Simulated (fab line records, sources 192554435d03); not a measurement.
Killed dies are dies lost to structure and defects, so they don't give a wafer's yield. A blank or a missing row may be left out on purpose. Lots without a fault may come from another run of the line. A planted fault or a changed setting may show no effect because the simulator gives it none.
A struck lot beside a sound one | flow n5_finfet | 16 steps out of a route of 1938
Sound: wafers L644.1, L644.2, L644.4. Struck: wafers L642.1, L642.2, L642.6. The cause comes at the end.
At each step with rows: each side's tool, then ch and its chambers, then its first start. Under that, the readings that differ: sound wafers | struck wafers | difference of the means | sigmas: that difference in standard deviations of wafers without a fault.
alike: readings whose means differ by less than 2 such deviations, and words and numbers that are the same on both sides. not compared: withheld readings, readings that some wafer has no value for, bounds like >300 that may hide the same value, and numbers for which the record gives no deviation and whose values overlap.
The two part at a step that has a row with sigmas, a row that says differs or no value, or rows on one side only. Numbers that don't overlap but have no deviation are shown without sigmas and don't part them. A reading that every wafer of one side lacks parts them only if that side has two wafers or more.

first, 1 step without rows for these wafers: N5_ZERO_LAYER_SRD_01 (time 30 s, dry time 30 s).
N5_ZERO_LAYER_PECVD_02: deposits SiO2 from SiH4/N2O, target thk 10 nm, time 6 s.
  sound on pecvd-03 ch 1,2, day 6 06:17; struck on pecvd-04 ch 1,2, day 5 18:17
  alike: heater_power_w, showerhead_plenum_p_Torr
then, 8 steps without rows for these wafers: N5_ZERO_LAYER_HMDS_04 (time 60 s); N5_ZERO_LAYER_COAT_05 (resist thk 1000 nm); N5_ZERO_LAYER_EBR_07; N5_ZERO_LAYER_SOFTBAKE_06 (time 90 s); N5_ZERO_LAYER_EXPOSE_08 (exposes mask ZERO, defocus 0 nm, target cd 2000 nm); N5_ZERO_LAYER_PEB_09; N5_ZERO_LAYER_DEVELOP_10 (develop time 60 s); N5_ZERO_LAYER_HARDBAKE_23 (time 120 s).
N5_ZERO_LAYER_CD_MEAS_11: target cd 2000 nm.
  sound on cd_sem-03 ch 0, day 6 06:46; struck on cd_sem-02 ch 0, day 5 18:38
  alike: cd_nm
N5_ZERO_LAYER_DESCUM_16: chemistry O2, time 7.9 s.
  sound on rie_diel-05 ch 1,2,3, day 6 06:48; struck on rie_diel-06 ch 0,1,2, day 5 18:43
  alike: chamber_pressure_mTorr, drypump_motor_current_A, oes_product_au, rf_vpp_V, showerhead_plenum_p_Torr, throttle_valve_pct
  not compared: rf_hours_counter_h
N5_ZERO_LAYER_ETCH_17: etches SiO2 in CF4, target depth 12 nm, time 13.3 s.
  sound on rie_diel-05 ch 1,2,3, day 6 06:50; struck on rie_diel-06 ch 0,1,2, day 5 18:46
  reading                  | sound             | struck            | difference | sigmas
  oes_product_au (a.u.)    | 0.78 0.95 0.66    | 0.67 0.61 0.63    | -0.16      | -2
  model.etch.depth_nm (nm) | 11.88 12.54 11.35 | 9.123 8.911 9.395 | -2.780     |
  alike: chamber_pressure_mTorr, drypump_motor_current_A, mfc_ar_sccm, rf_vpp_V, showerhead_plenum_p_Torr, throttle_valve_pct
  not compared: rf_hours_counter_h
N5_ZERO_LAYER_ETCH_18: etches Si in HBr/Cl2, target depth 120 nm, time 40 s.
  sound on rie_si-04 ch 0,2,3, day 6 06:55; struck on rie_si-02 ch 0,1,3, day 5 18:50
  alike: chamber_pressure_mTorr, drypump_motor_current_A, oes_product_au, throttle_valve_pct
  not compared: rf_hours_counter_h
-- the record jumps here: 9 days lie between the struck wafers' starts before and after (it left off in module ZERO_LAYER and takes up again in module BEOL_M4, whose first step shown is number 1111 of the route) --
N5_BEOL_M4_RC_MEAS_101:
  sound on prober-01 ch 0, day 12 20:08; struck on prober-01 ch 0, day 14 08:09
  reading        | sound          | struck         | difference | sigmas
  DIBL_N (mV/V)  | 32.9 35.6 34.8 | 36.2 38.4 38.3 | +3.2       | +2
  IOFF_N (nA/um) | 0.10 0.14 0.13 | 0.17 0.22 0.23 | +0.08      | +3
  ION_N (uA/um)  | 633 675 660    | 671 692 682    | +26        | +2
  VT_N (mV)      | 260 252 251    | 251 246 247    | -6         | -2
  VT_P (mV)      | -256 -253 -253 | -249 -244 -245 | +8         | +2
  alike: DIBL_P, IOFF_P, ION_P, SS_N, SS_P
then, 1 step without rows for these wafers: N5_PASSIVATION_PROBE_49.

WHERE THEY PART
First at N5_ZERO_LAYER_ETCH_17; last, within this record, at N5_BEOL_M4_RC_MEAS_101.

WHY: what the simulator had put in
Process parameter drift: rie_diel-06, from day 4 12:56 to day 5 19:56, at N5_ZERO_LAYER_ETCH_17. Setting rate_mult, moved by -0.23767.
